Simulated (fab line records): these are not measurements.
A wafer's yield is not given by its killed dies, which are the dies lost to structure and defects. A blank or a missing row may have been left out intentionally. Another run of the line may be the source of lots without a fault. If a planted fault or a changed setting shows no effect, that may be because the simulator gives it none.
Comparing a struck lot with a sound one / flow n5 finfet / 16 steps out of a route of 1938
Sound: wafers L122.1, L122.4, L122.5. Struck: wafers L127.1, L127.5 (left out: L127.6, a lot-mate that was not struck); the cause follows at the end.
Each step with rows lists, per side, the tool, then ch with its chambers, then its first start. Under that, the readings that differ: sound wafers / struck wafers / difference of the means / sigmas: that difference in standard deviations of wafers without a fault.
alike: a reading whose means differ by less than 2 such deviations, as well as words and numbers matching on both sides. not compared: withheld readings; readings where some wafer has no value; bounds like >300 that might hide an equal value; numbers whose values overlap and for which the record gives no deviation.
The two part at a step that has a row with sigmas, a row that says differs or no value, or rows on one side only. Numbers that have no deviation but don't overlap get no sigmas and don't part them. Lack of a reading on every wafer of one side parts them only where that side has two or more wafers.

first, 1 step without rows for these wafers: N5_SD_EPI_N_STRIP_47 (strips in CHF3/O2).
N5_SD_EPI_N_SD_RECESS_17: chemistry HBr/Cl2/O2, target depth 41 nm, time 23.7 s, bt time 3 s.
  sound on rie si-03 ch 0,2,3, day 4 09:56; struck on rie si-06 ch 1,3, day 5 13:05
  alike: drypump motor current A, he backside leak sccm, oes product au, throttle valve pct
  not compared: rf hours counter h
N5_SD_EPI_N_STRIP_38: strips in N2/H2.
  sound on plasma asher-02 ch 0,1, day 4 10:02; struck on plasma asher-01 ch 0, day 5 13:11
  alike: drypump motor current A, h2 flow sccm, heater power w, oes product au
  not compared: rf hours counter h
then, 4 steps without rows for these wafers: N5_SD_EPI_N_WET_ETCH_43 (etches SiO2 in dHF, time 14 s, target depth 1.5 nm); N5_SD_EPI_N_STRIP_18 (strips in SPM, time 750 s); N5_SD_EPI_N_SRD_20 (time 30 s); N5_SD_EPI_N_PRECLEAN_48 (cleans in NF3:NH3, afs cycles 2, time 20 s, sublimation time 60 s).
N5_SD_EPI_N_VAPOR_ETCH_50: etches Si in HCl, time 54 s.
  sound on epi rpcvd-01 ch 0, day 4 10:45; struck on epi rpcvd-04 ch 0, day 5 13:54
  alike: lamp inner pct, susceptor temp C, throttle valve pct
then, 1 step without rows for these wafers: N5_SD_EPI_N_EPI_21 (deposits Si:P, time 690 s).
N5_SD_EPI_N_EPI_MEAS_23:
  struck on film metro-01, day 5 15:49; sound on film metro-02, day 4 12:38
  alike: thk nm
then, 2 steps without rows for these wafers: N5_SD_EPI_N_PRECLEAN_24 (cleans in O3/DIW, time 60 s); N5_SD_EPI_N_SRD_25 (time 30 s).
N5_SD_EPI_N_PRECLEAN_49: cleans in NF3:NH3, afs cycles 1, time 20 s, sublimation time 60 s.
  sound on remote plasma-01 ch 0, day 4 12:45; struck on remote plasma-02 ch 0, day 5 15:55
reading=rf power w (W); sound=29.95 30.01 29.92; struck=30.14 30.32; difference=+0.27; sigmas=+3
reading=time s (s); sound=20 20 20; struck=15.899 15.899; difference=-4.101; sigmas=
N5_SD_EPI_N_LINER_46: material SiNx, target thk 3 nm.
  sound on ald sin-04 ch 0,3, day 4 12:57; struck on ald sin-03 ch 0, day 5 16:07
reading=susceptor temp C (C); sound=399.66 399.86 399.41; struck=400.30 400.37; difference=+0.69; sigmas=+3
  alike: heater power w
-- record jumps: 5 days separate the struck wafers' starts on either side; left off in module SD_EPI_N, taken up again in module BEOL_M4, whose first shown step is the route's number 1111 --
N5_BEOL_M4_RC_MEAS_101:
  sound on prober-02 ch 0, day 9 03:21; struck on prober-01 ch 0, day 10 05:17
reading=ION_P (uA/um); sound=472 475 463; struck=449 443; difference=-24; sigmas=-2
  alike: DIBL_N, DIBL_P, IOFF_N, IOFF_P, ION_N, SS_N, SS_P, VT_N, VT_P
N5_PASSIVATION_PROBE_49:
  the record has rows for the sound wafers here (prober-02, day 13 20:27) and none for the struck ones

## WHERE THEY PART
First at N5_SD_EPI_N_PRECLEAN_49; last, within this record, at N5_PASSIVATION_PROBE_49.

WHY: what had been put in by the simulator
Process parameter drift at N5_SD_EPI_N_PRECLEAN_49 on remote plasma-02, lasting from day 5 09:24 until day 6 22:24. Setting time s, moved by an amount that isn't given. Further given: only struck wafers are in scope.
